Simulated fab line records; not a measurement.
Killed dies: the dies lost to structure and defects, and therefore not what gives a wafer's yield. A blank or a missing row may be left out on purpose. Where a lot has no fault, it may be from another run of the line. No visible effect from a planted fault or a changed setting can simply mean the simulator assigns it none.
Problem report in the 8D (eight disciplines) form, filled by code ; flow n5 finfet ; the parts of the form that need people (team, actions taken, sign-off) are left out

## 1. PROBLEM STATEMENT
Wafers without a fault read 1499.9 rpm, standard deviation 0.84; spin speed rpm at N5_BEOL_M0_SAQP_COAT_81 reads a mean of 1610.0 rpm on 6 wafers belonging to 2 lots. That is +99 or more standard deviations from the usual mean.
The step: time 60 s, resist thk 100 nm.
Seen first at day 7 12:52 on litho track-03, wafer L800.3. At this step, 27 wafers from 10 lots have a number in the record. By rule, "out" or "out of limits" means more than 4 standard deviations away from the usual mean. The rest of the wafers with a number are treated as sound.

## 2. WHAT IT IS AND WHAT IT IS NOT
question;is;is not
which readings at this step;spin speed rpm;-
which lots;L800, L801;L791, L793, L795, L797, L808, L810, L812, L813
which wafers of those lots;all that have a number;-
read on which tools;litho track-03;litho track-02, litho track-05
when;from day 7 12:52;"up to then (12 sound wafers); but 9 sound wafers of L808, L810, L812, L813 came after"

## 3. SUSPECTS, AND WHAT RULES EACH OUT
Counting: a tool at any process step up to the reading remains a suspect when it ran all the lots that are out and ran no sound lot after the first of those.
- litho track-03 at N5_BEOL_M0_SAQP_COAT_81 (time 60 s, resist thk 100 nm): ruled out as a lasting fault. After its first lot that is out, L800 (day 7 12:52), sound lots L810, L808, L812 ran on it.
Left after counting: nothing in the record.

## 4. THE CAUSE (what the simulator had put in)
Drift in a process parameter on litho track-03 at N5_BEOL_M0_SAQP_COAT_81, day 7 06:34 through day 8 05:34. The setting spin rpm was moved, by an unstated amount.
Counting ruled it out, wrongly.

## 5. THE CHAIN OF EFFECTS, in route order
One row per reading whose mean, taken over the struck wafers that have a number, lies over 3 standard deviations from the usual. Readings are gone through only where the record gives a usual standard deviation; hours: the median, over the lots, of the time from a lot's start at the first step in this table giving one to that lot's start at this step; sigmas: the change measured in usual standard deviations.
hours;step;reading;usual;on struck wafers;change;sigmas
0;N5_BEOL_M0_SAQP_COAT_81;spin speed rpm;1499.9 rpm;1610.0;+110.0;+99 or more
The process steps in it:
- N5_BEOL_M0_SAQP_COAT_81: time 60 s, resist thk 100 nm.
Later measuring or inspecting steps at which every struck wafer that the step has a row for has a number for every such reading, and none has moved that far: N5_BEOL_M4_RC_MEAS_101.

## 6. HOW IT WOULD HAVE BEEN CAUGHT EARLIER
6 hours passed between the start of the fault at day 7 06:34 and the first reading out of limits in this record, taken at day 7 12:52.
